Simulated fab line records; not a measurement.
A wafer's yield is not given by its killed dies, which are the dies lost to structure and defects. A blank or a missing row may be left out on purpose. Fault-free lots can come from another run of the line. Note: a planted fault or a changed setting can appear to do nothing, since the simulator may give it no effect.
The tool behind it: which one? + flow nand harc + 14 lots with 42 wafers sampled at 4 steps, on a route of 1302 steps

## WHAT EACH GAUGE READ, for each wafer
Not one reading of a measure or inspect step in the record can be checked against a usual standard deviation.

## WHAT TOOL EACH LOT RAN ON (gives the tool, then ch and the chambers of the sampled wafers, and finally the start)
| lot  | NHARC_A_SGD_CUT_ETCH_58            | NHARC_A_SLIT_DEP_23             | NHARC_A_SLIT_DESCUM_14             | NHARC_A_SLIT_ETCH_15           |
|------|------------------------------------|---------------------------------|------------------------------------|--------------------------------|
| L933 | rie diel-02 ch 0,2, day 19 14:32   | pecvd-03 ch 0,2, day 20 04:19   | rie diel-07 ch 0,1, day 20 05:08   | rie diel-07 ch 0,1,3, no start |
| L931 | rie diel-01 ch 0,1,2, day 19 14:55 | pecvd-03 ch 0,2, day 20 03:37   | rie diel-05 ch 0,2,3, day 20 04:29 | rie diel-05 ch 2,3, no start   |
| L936 | rie diel-01 ch 0,1,2, day 21 00:05 | pecvd-02 ch 0,1,2, day 21 12:16 | rie diel-10 ch 0,1,2, day 21 12:58 | rie diel-10 ch 1,2, no start   |
| L935 | rie diel-02 ch 0,1, day 21 07:21   | pecvd-02 ch 1,2, day 21 19:10   | rie diel-05 ch 0,2,3, day 21 20:01 | rie diel-05 ch 1,3, no start   |
| L940 | rie diel-02 ch 0,1, day 23 08:10   | pecvd-02 ch 0,2, day 23 17:52   | rie diel-10 ch 0,3, day 23 18:36   | rie diel-10 ch 1,2,3, no start |
| L942 | rie diel-12 ch 0,1,3, day 23 15:41 | pecvd-04 ch 0,1,2, day 24 04:33 | rie diel-10 ch 1,2,3, day 24 05:21 | rie diel-10 ch 0,3, no start   |
| L946 | rie diel-12 ch 0,1, day 24 19:44   | pecvd-02 ch 0,2, day 25 08:58   | rie diel-10 ch 1,2,3, day 25 09:49 | rie diel-10 ch 0,1, no start   |
| L947 | rie diel-12 ch 0,1,3, day 26 11:01 | pecvd-03 ch 0,1,2, day 26 23:42 | rie diel-05 ch 0,1,3, day 27 00:31 | rie diel-05 ch 0,1,3, no start |
| L949 | rie diel-02 ch 0,1,3, day 26 11:44 | pecvd-02 ch 0,1,2, day 27 01:50 | rie diel-10 ch 1,2, day 27 02:41   | rie diel-10 ch 1,2,3, no start |
| L950 | rie diel-02 ch 1,2,3, day 27 03:56 | pecvd-03 ch 0,1,2, day 27 15:00 | rie diel-05 ch 1,2, day 27 15:41   | rie diel-05 ch 0,3, no start   |
| L954 | rie diel-01 ch 0,1,3, day 28 08:50 | pecvd-02 ch 1,2, day 28 19:49   | rie diel-05 ch 0,1,2, day 28 20:32 | rie diel-05 ch 0,2,3, no start |
| L951 | rie diel-02 ch 2,3, day 28 11:52   | pecvd-02 ch 0,1,2, day 29 03:16 | rie diel-05 ch 1,2,3, day 29 04:06 | rie diel-05 ch 0,1,3, no start |
| L952 | rie diel-02 ch 2,3, day 28 12:14   | pecvd-04 ch 0,1, day 29 02:33   | rie diel-07 ch 1,3, day 29 03:25   | rie diel-07 ch 0,1,2, no start |
| L953 | rie diel-12 ch 0,1,3, day 28 12:17 | pecvd-04 ch 0,2, day 29 06:19   | rie diel-10 ch 1,2,3, day 29 07:10 | rie diel-10 ch 0,1, no start   |
- NHARC_A_SGD_CUT_ETCH_58: etches the open film in CF4, target depth 39 nm, time 65 s.
- NHARC_A_SLIT_DEP_23: deposits SiON, target thk 100 nm.
- NHARC_A_SLIT_DESCUM_14: chemistry O2, time 3 s.
- NHARC_A_SLIT_ETCH_15: etches the open film in O2/COS, target depth 6200 nm, time 1612 s.

## WHAT THE TOOLS THEMSELVES READ (means of the sampled wafers that have a number; where no wafer has one, the mark that the record gives instead)
NHARC_A_SGD_CUT_ETCH_58. Usual: drypump motor current A 5.9 A, standard deviation 0.36; oes product au 1.000 a.u., standard deviation 0.012; rf fwd power W 296.9 W, standard deviation 1.3; rf vpp V 151.3 V, standard deviation 1.1; showerhead plenum p Torr 1.77 Torr, standard deviation 0.059; throttle valve pct 13.284 %, standard deviation 0.0091.
| lot  | tool        | drypump motor current A (A) | oes product au (a.u.) | rf fwd power W (W) | rf vpp V (V) | showerhead plenum p Torr (Torr) | throttle valve pct (%) | flag |
|------|-------------|-----------------------------|-----------------------|--------------------|--------------|---------------------------------|------------------------|------|
| L933 | rie diel-02 | 5.5                         | 1.003                 | 297.2              | 150.8        | 1.75                            | 13.283                 |      |
| L931 | rie diel-01 | 5.9                         | 1.013                 | 296.5              | 152.1        | 1.80                            | 13.286                 |      |
| L936 | rie diel-01 | 5.9                         | 1.013                 | 295.7              | 151.8        | 1.80                            | 13.278                 |      |
| L935 | rie diel-02 | 5.9                         | 0.988                 | 297.9              | 151.5        | 1.80                            | 13.286                 |      |
| L940 | rie diel-02 | 5.9                         | 0.989                 | 297.8              | 151.5        | 1.80                            | 13.273                 |      |
| L942 | rie diel-12 | 5.8                         | 1.012                 | 298.1              | 150.0        | 1.72                            | 13.284                 |      |
| L946 | rie diel-12 | 5.5                         | 1.006                 | 297.3              | 150.5        | 1.70                            | 13.289                 |      |
| L947 | rie diel-12 | 5.8                         | 1.001                 | 295.9              | 149.7        | 1.72                            | 13.280                 |      |
| L949 | rie diel-02 | 5.8                         | 0.986                 | 297.7              | 151.7        | 1.78                            | 13.273                 |      |
| L950 | rie diel-02 | 5.8                         | 0.986                 | 297.4              | 151.4        | 1.78                            | 13.285                 |      |
| L954 | rie diel-01 | 5.9                         | 1.006                 | 297.2              | 151.7        | 1.79                            | 13.290                 |      |
| L951 | rie diel-02 | 5.5                         | 0.999                 | 297.6              | 150.7        | 1.75                            | 13.286                 |      |
| L952 | rie diel-02 | 5.7                         | 0.995                 | 297.8              | 150.7        | 1.76                            | 13.290                 |      |
| L953 | rie diel-12 | 5.8                         | 1.005                 | 296.8              | 151.1        | 1.72                            | 13.294                 |      |

NHARC_A_SLIT_DEP_23. Usual: chamber pressure Torr 3.499 Torr, standard deviation 0.0076; heater power outer w 434 W, standard deviation 56; heater power w 745 W, standard deviation 90; rf fwd power W 348.2 W, standard deviation 1.1.
| lot  | tool     | chamber pressure Torr (Torr) | heater power outer w (W) | heater power w (W) | rf fwd power W (W) | flag |
|------|----------|------------------------------|--------------------------|--------------------|--------------------|------|
| L933 | pecvd-03 | 3.499                        | 353                      | 610                | 349.0              |      |
| L931 | pecvd-03 | 3.495                        | 430                      | 699                | 348.4              |      |
| L936 | pecvd-02 | 3.501                        | 393                      | 696                | 347.1              |      |
| L935 | pecvd-02 | 3.506                        | 425                      | 720                | 347.9              |      |
| L940 | pecvd-02 | -                            | -                        | -                  | -                  | OFF  |
| L942 | pecvd-04 | -                            | -                        | -                  | -                  | OFF  |
| L946 | pecvd-02 | 3.501                        | 395                      | 708                | 347.9              |      |
| L947 | pecvd-03 | 3.496                        | 383                      | 647                | 348.7              |      |
| L949 | pecvd-02 | 3.499                        | 401                      | 701                | 347.4              |      |
| L950 | pecvd-03 | 3.500                        | 417                      | 710                | 349.1              |      |
| L954 | pecvd-02 | 3.504                        | 373                      | 647                | 348.6              |      |
| L951 | pecvd-02 | 3.500                        | 417                      | 738                | 348.5              |      |
| L952 | pecvd-04 | 3.502                        | 523                      | 846                | 347.8              |      |
| L953 | pecvd-04 | 3.508                        | 489                      | 846                | 349.0              |      |

NHARC_A_SLIT_DESCUM_14. Usual: drypump motor current A 5.6 A, standard deviation 0.52; oes product au 0.997 a.u., standard deviation 0.012; rf vpp V 57.7 V, standard deviation 0.96; showerhead plenum p Torr 1.90 Torr, standard deviation 0.071; throttle valve pct 11.311 %, standard deviation 0.0087.
| lot  | tool        | drypump motor current A (A) | oes product au (a.u.) | rf vpp V (V) | showerhead plenum p Torr (Torr) | throttle valve pct (%) | flag |
|------|-------------|-----------------------------|-----------------------|--------------|---------------------------------|------------------------|------|
| L933 | rie diel-07 | 5.4                         | 0.990                 | 57.8         | 1.91                            | 11.315                 |      |
| L931 | rie diel-05 | 6.1                         | 0.995                 | 57.9         | 1.90                            | 11.307                 |      |
| L936 | rie diel-10 | 5.2                         | 0.996                 | 56.8         | 1.86                            | 11.314                 |      |
| L935 | rie diel-05 | 6.0                         | 0.998                 | 57.5         | 1.90                            | 11.315                 |      |
| L940 | rie diel-10 | 6.1                         | 0.990                 | 56.9         | 1.85                            | 11.310                 |      |
| L942 | rie diel-10 | 5.7                         | 0.986                 | 57.2         | 1.82                            | 11.309                 |      |
| L946 | rie diel-10 | 5.8                         | 0.991                 | 57.1         | 1.82                            | 11.312                 |      |
| L947 | rie diel-05 | 5.8                         | 1.010                 | 56.7         | 1.88                            | 11.311                 |      |
| L949 | rie diel-10 | 5.4                         | 0.992                 | 56.8         | 1.83                            | 11.314                 |      |
| L950 | rie diel-05 | 5.8                         | 1.002                 | 58.9         | 1.98                            | 11.313                 |      |
| L954 | rie diel-05 | 5.8                         | 1.010                 | 57.5         | 1.92                            | 11.298                 |      |
| L951 | rie diel-05 | 5.8                         | 1.007                 | 58.4         | 1.94                            | 11.315                 |      |
| L952 | rie diel-07 | 5.1                         | 0.993                 | 58.0         | 1.92                            | 11.315                 |      |
| L953 | rie diel-10 | 5.8                         | 0.989                 | 56.8         | 1.82                            | 11.307                 |      |

NHARC_A_SLIT_ETCH_15. Usual: drypump motor current A 5.6 A, standard deviation 0.51; oes product au 0.998 a.u., standard deviation 0.013; rf fwd power W 499.9 W, standard deviation 1.6; rf vpp V 313.9 V, standard deviation 1.8; showerhead plenum p Torr 3.09 Torr, standard deviation 0.11; throttle valve pct 28.331 %, standard deviation 0.0085.
| lot  | tool        | drypump motor current A (A) | oes product au (a.u.) | rf fwd power W (W) | rf vpp V (V) | showerhead plenum p Torr (Torr) | throttle valve pct (%) | flag |
|------|-------------|-----------------------------|-----------------------|--------------------|--------------|---------------------------------|------------------------|------|
| L933 | rie diel-07 | 5.4                         | 0.999                 | 500.1              | 313.9        | 3.16                            | 28.330                 |      |
| L931 | rie diel-05 | 6.1                         | 1.000                 | 499.4              | 314.9        | 3.12                            | 28.331                 |      |
| L936 | rie diel-10 | 5.3                         | 1.001                 | 498.6              | 312.9        | 2.98                            | 28.329                 |      |
| L935 | rie diel-05 | 5.6                         | 1.001                 | 499.3              | 315.0        | 3.14                            | 28.339                 |      |
| L940 | rie diel-10 | 5.8                         | 0.989                 | 499.6              | 311.9        | 2.98                            | 28.332                 |      |
| L942 | rie diel-10 | 6.1                         | 0.994                 | 499.5              | 313.2        | 3.02                            | 28.331                 |      |
| L946 | rie diel-10 | 5.2                         | 0.997                 | 502.1              | 314.5        | 3.08                            | 28.330                 |      |
| L947 | rie diel-05 | 5.8                         | 1.007                 | 500.3              | 313.1        | 3.07                            | 28.323                 |      |
| L949 | rie diel-10 | 5.8                         | 0.988                 | 499.1              | 311.4        | 2.98                            | 28.327                 |      |
| L950 | rie diel-05 | 6.0                         | 1.012                 | 497.9              | 311.9        | 3.00                            | 28.325                 |      |
| L954 | rie diel-05 | 6.1                         | 1.013                 | 500.1              | 314.3        | 3.09                            | 28.331                 |      |
| L951 | rie diel-05 | 5.8                         | 1.004                 | 498.2              | 313.2        | 3.07                            | 28.325                 |      |
| L952 | rie diel-07 | 5.4                         | 1.007                 | 499.3              | 315.3        | 3.19                            | 28.320                 |      |
| L953 | rie diel-10 | 5.4                         | 1.004                 | 498.6              | 313.0        | 3.04                            | 28.329                 |      |

## THE ANSWER, worked out from the rows above alone
Rule: a lot counts as off when the mean over its wafers that have a number is more than 3 standard deviations away from the usual mean. Also off: a lot with no number at a reading for which 4 or more lots have one. All remaining lots with rows at the step are treated as sound. First the gauges in route order, then the tools' own readings, where a lot's mean is used as printed above. The first step at which some lot is off is used, and at that step the reading that is off furthest; a lot without a number counts as furthest.
Off: L940, L942, at NHARC_A_SLIT_DEP_23 (chamber pressure Torr). Without a number there: L940, L942.
A tool fits if, at that step or a process step before it, it ran every lot that is off, and no sound lot after the first of them. None of those tried fits.

## WHAT WAS PUT IN BY THE SIMULATOR
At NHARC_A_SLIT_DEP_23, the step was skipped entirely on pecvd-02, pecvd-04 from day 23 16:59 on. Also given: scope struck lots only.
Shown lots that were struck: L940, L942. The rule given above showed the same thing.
